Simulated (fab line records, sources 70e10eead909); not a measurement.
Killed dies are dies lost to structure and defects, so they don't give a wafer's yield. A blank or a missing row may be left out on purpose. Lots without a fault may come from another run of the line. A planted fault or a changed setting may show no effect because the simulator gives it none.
A struck lot beside a sound one | flow nand_harc | 14 steps out of a route of 1302
Sound: wafers L507.2, L507.3, L507.6. Struck: wafers L524.1, L524.2, L524.3. The cause comes at the end.
At each step with rows: each side's tool, then ch and its chambers, then its first start. Under that, the readings that differ: sound wafers | struck wafers | difference of the means | sigmas: that difference in standard deviations of wafers without a fault.
alike: readings whose means differ by less than 2 such deviations, and words and numbers that are the same on both sides. not compared: withheld readings, readings that some wafer has no value for, bounds like >300 that may hide the same value, and numbers for which the record gives no deviation and whose values overlap.
The two part at a step that has a row with sigmas, a row that says differs or no value, or rows on one side only. Numbers that don't overlap but have no deviation are shown without sigmas and don't part them. A reading that every wafer of one side lacks parts them only if that side has two wafers or more.

NHARC_A_BLC_PVD_32: deposits Ti, target thk 5 nm, time 17.7 s.
  sound on pvd_sputter-02; struck on pvd_sputter-01
  alike: throttle_valve_pct
NHARC_A_BLC_ALD_23: deposits TiN, target thk 3 nm, pulse time 1 s, ald cycles 150.
  sound on ald_metal-03 ch 1,3, day 23 02:12; struck on ald_metal-03 ch 0,1,2, day 30 14:16
  alike: heater_power_w, precursor_pulse_height_rel
NHARC_A_BLC_CVD_24: deposits W, target thk 150 nm, time 434 s.
  sound on cvd_w-02 ch 0,1; struck on cvd_w-01 ch 0,1
  alike: chamber_pressure_Torr, heater_power_w, throttle_valve_pct
NHARC_A_BLC_CMP_25: polishes, t overpolish 30 s, target thk 150 nm.
  sound on cmp-01 ch 0,1,2, day 23 02:58; struck on cmp-01 ch 0,2,3, day 30 14:58
  alike: motor_current_A, overpolish_run_s, time_to_endpoint_s
then, 1 step without rows for these wafers: NHARC_A_BLC_SRD_27.
NHARC_A_BLC_INSPECT_28:
  sound on defect_inspect-02, day 23 03:19; struck on defect_inspect-02, day 30 15:22
  alike: raw_defect_count
then, 5 steps without rows for these wafers: NHARC_A_M0_DEP_00 (deposits SiOC, target thk 150 nm); NHARC_A_M0_DEHYDRATE_01 (time 120 s); NHARC_A_M0_HMDS_02 (time 30 s); NHARC_A_M0_COAT_33 (time 65 s); NHARC_A_M0_COAT_03 (resist thk 90 nm).
NHARC_A_M0_SOFTBAKE_04: time 55 s.
  sound on litho_track-04 ch 0, day 23 03:00; struck on litho_track-01 ch 0, day 30 15:00
  reading                  | sound                | struck               | difference | sigmas
  heater_power_total_W (W) | 188.27 188.50 188.42 | 191.21 191.44 191.15 | +2.87      | +22
  alike: plate_temp_C
then, 1 step without rows for these wafers: NHARC_A_M0_EBR_05.
NHARC_END_SORT_01:
  sound on prober-01 ch 0, day 24 20:10; struck on prober-02 ch 0, day 32 09:20
  alike: defect_limited_yield, killed_at_array, killed_at_other, killed_at_periphery, killed_dies, killed_open, killed_short

WHERE THEY PART
Only at NHARC_A_M0_SOFTBAKE_04, within this record. Later steps at which nothing parts them and some readings are alike: NHARC_END_SORT_01.

WHY: what the simulator had put in
Process parameter drift: litho_track-01, from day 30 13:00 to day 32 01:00, at NHARC_A_M0_SOFTBAKE_04. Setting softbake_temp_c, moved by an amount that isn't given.
